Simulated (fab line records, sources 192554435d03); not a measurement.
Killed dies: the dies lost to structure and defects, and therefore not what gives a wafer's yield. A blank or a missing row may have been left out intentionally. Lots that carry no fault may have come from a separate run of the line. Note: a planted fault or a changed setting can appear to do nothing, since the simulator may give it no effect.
Matching of chambers | flow n5_finfet | 4 sister chambers for N5_BEOL_M11_ETCH_61 on rie_diel-04
The step etches SiARC in CF4, target depth 39 nm, time 65 s. 18 wafers are shown with their chamber, then 9 later ones without.

== WAFERS, EACH WITH ITS CHAMBER ==
wafer  | chamber | throttle_valve_pct (%) | showerhead_plenum_p_Torr (Torr) | drypump_motor_current_A (A)
L074.1 | 3       | 15.1                   | 2.19                            | 5.3
L074.2 | 1       | 15.6                   | 2.15                            | 5.6
L074.6 | 0       | 15.9                   | 2.19                            | 6.5
L076.1 | 3       | 15.1                   | 2.19                            | 5.4
L076.3 | 0       | 15.8                   | 2.19                            | 6.5
L076.4 | 2       | 16.0                   | 2.07                            | 6.4
L077.2 | 2       | 16.0                   | 2.07                            | 6.4
L077.3 | 1       | 15.6                   | 2.14                            | 5.6
L077.6 | 2       | 16.0                   | 2.07                            | 6.5
L080.1 | 1       | 15.6                   | 2.14                            | 5.5
L080.2 | 3       | 15.1                   | 2.19                            | 5.4
L080.6 | 2       | 16.0                   | 2.07                            | 6.5
L079.1 | 2       | 16.0                   | 2.06                            | 6.5
L079.5 | 2       | 16.0                   | 2.06                            | 6.5
L079.6 | 1       | 15.6                   | 2.14                            | 5.6
L085.1 | 2       | 16.0                   | 2.06                            | 6.4
L085.3 | 3       | 15.1                   | 2.19                            | 5.4
L085.6 | 2       | 16.0                   | 2.06                            | 6.4

SIGNATURES (means of the wafers above)
reading                  | chamber 0 | chamber 1 | chamber 2 | chamber 3 | scatter within a chamber
throttle_valve_pct       | 15.850    | 15.600    | 16.000    | 15.100    | 0.0189
showerhead_plenum_p_Torr | 2.1900    | 2.1425    | 2.0650    | 2.1900    | 0.00443
drypump_motor_current_A  | 6.500     | 5.575     | 6.450     | 5.375     | 0.05
Rule: for a wafer and a chamber, the distance is found by dividing, reading by reading, the gap between the wafer's reading and the chamber's mean by the reading's scatter, squaring, summing and taking the root. If the next closest chamber is less than 2 further off than the closest, the wafer can't be placed; otherwise it belongs to the closest. The scatter is the square root of a quotient: the sum, over the shown wafers, of each reading's squared deviation from its chamber's mean, divided by wafers minus chambers.

== WAFERS MISSING THEIR CHAMBER ==
wafer  | throttle_valve_pct (%) | showerhead_plenum_p_Torr (Torr) | drypump_motor_current_A (A)
L091.1 | 15.2                   | 2.18                            | 5.4
L091.2 | 15.6                   | 2.14                            | 5.6
L091.4 | 16.1                   | 2.06                            | 6.5
L095.4 | 15.7                   | 2.13                            | 5.6
L095.5 | 15.2                   | 2.18                            | 5.3
L095.6 | 16.1                   | 2.05                            | 6.5
L097.1 | 16.1                   | 2.05                            | 6.5
L097.3 | 15.7                   | 2.13                            | 5.6
L097.4 | 15.4                   | 2.18                            | 6.5

== EACH ONE'S CHAMBER ==
wafer  | from the rows above     | in truth
L091.1 | 3                       | 3
L091.2 | 1                       | 1
L091.4 | 2                       | 2
L095.4 | 1                       | 1
L095.5 | 3                       | 3
L095.6 | 2                       | 2
L097.1 | 2                       | 2
L097.3 | 1                       | 1
L097.4 | can't be placed: 1 or 0 | 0
8 of 9 placed correctly. Cannot be placed on the basis of these rows: 1; the candidates contain the true chamber in 1. 0 placed wrongly.
